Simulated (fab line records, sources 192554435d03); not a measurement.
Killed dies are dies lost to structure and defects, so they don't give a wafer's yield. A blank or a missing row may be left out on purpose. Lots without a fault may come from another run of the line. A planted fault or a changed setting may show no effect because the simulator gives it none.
Problem report in the 8D (eight disciplines) form, filled by code | flow n5_finfet | the parts of the form that need people (team, actions taken, sign-off) are left out

1. THE PROBLEM
chamber_pressure_pa at N5_BEOL_M1_SPUTTER_90 reads a mean of 0.05299 Pa on 6 wafers of 2 lots; wafers without a fault read 0.06999 Pa with a standard deviation of 0.00013. That is -99 or more standard deviations from the usual mean.
The step: material Cu, target thk 4.5 nm, time 8.29 s.
First seen on wafer L693.4, day 9 22:52, on pvd_sputter-03. The record holds 30 wafers of 10 lots with a number at this step. Rule for "out", or "out of limits": more than 4 standard deviations from the usual mean. The other wafers with a number count as sound.

2. WHAT IT IS AND WHAT IT IS NOT
question                    | is                                      | is not
which readings at this step | chamber_pressure_pa, throttle_valve_pct | -
which lots                  | L693, L697                              | L679, L680, L682, L684, L687, L690, L691, L699
which wafers of those lots  | all that have a number                  | -
read on which tools         | pvd_sputter-03                          | pvd_sputter-01
when                        | from day 9 22:52                        | up to then (21 sound wafers); but 3 sound wafers of L699 came after

3. SUSPECTS, AND WHAT RULES EACH OUT
Counting: a tool at a process step up to the reading stays a suspect if it ran every lot that is out and no sound lot after the first of them.
- pvd_sputter-03 at N5_BEOL_M1_ANNEAL_49 (time 240 s): kept. It ran every lot that is out, first L693 (day 9 21:50), and no sound lot after that; its last sound lot up to then is L691 (day 9 18:48).
- pvd_sputter-03 at N5_BEOL_M1_SPUTTER_90 (material Cu, target thk 4.5 nm, time 8.29 s): kept. It ran every lot that is out, first L693 (day 9 22:52), and no sound lot after that; its last sound lot up to then is L691 (day 9 19:49). Its own readings are out on those wafers: chamber_pressure_pa, throttle_valve_pct.
Left after counting: pvd_sputter-03 at N5_BEOL_M1_ANNEAL_49, pvd_sputter-03 at N5_BEOL_M1_SPUTTER_90.

4. THE CAUSE (what the simulator had put in)
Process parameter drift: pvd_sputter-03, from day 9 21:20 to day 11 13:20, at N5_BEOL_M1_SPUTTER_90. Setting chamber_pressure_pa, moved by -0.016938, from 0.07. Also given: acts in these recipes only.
Counting left 2 suspects, and this tool is among them.

5. THE CHAIN OF EFFECTS, in route order
Each row: a reading whose mean over the struck wafers that have a number lies more than 3 standard deviations from the usual. Only readings for which the record gives a usual standard deviation are gone through. hours: the time from each lot's start at the first step in this table that gives one to its start at this step, as a median over the lots. sigmas: the change in usual standard deviations.
hours | step                  | reading             | usual      | on struck wafers | change   | sigmas
0     | N5_BEOL_M1_SPUTTER_90 | chamber_pressure_pa | 0.06999 Pa | 0.05299          | -0.01700 | -99 or more
0     | N5_BEOL_M1_SPUTTER_90 | throttle_valve_pct  | 30.6 %     | 36.0             | +5.4     | +7.3
The process steps in it:
- N5_BEOL_M1_SPUTTER_90: material Cu, target thk 4.5 nm, time 8.29 s.
Later measuring or inspecting steps at which every struck wafer that the step has a row for has a number for every such reading, and none has moved that far: N5_BEOL_M4_RC_MEAS_101.

6. WHAT WOULD HAVE CAUGHT IT SOONER
In this record the first reading out of limits was taken at day 9 22:52, 2 hours after the fault began at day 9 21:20.
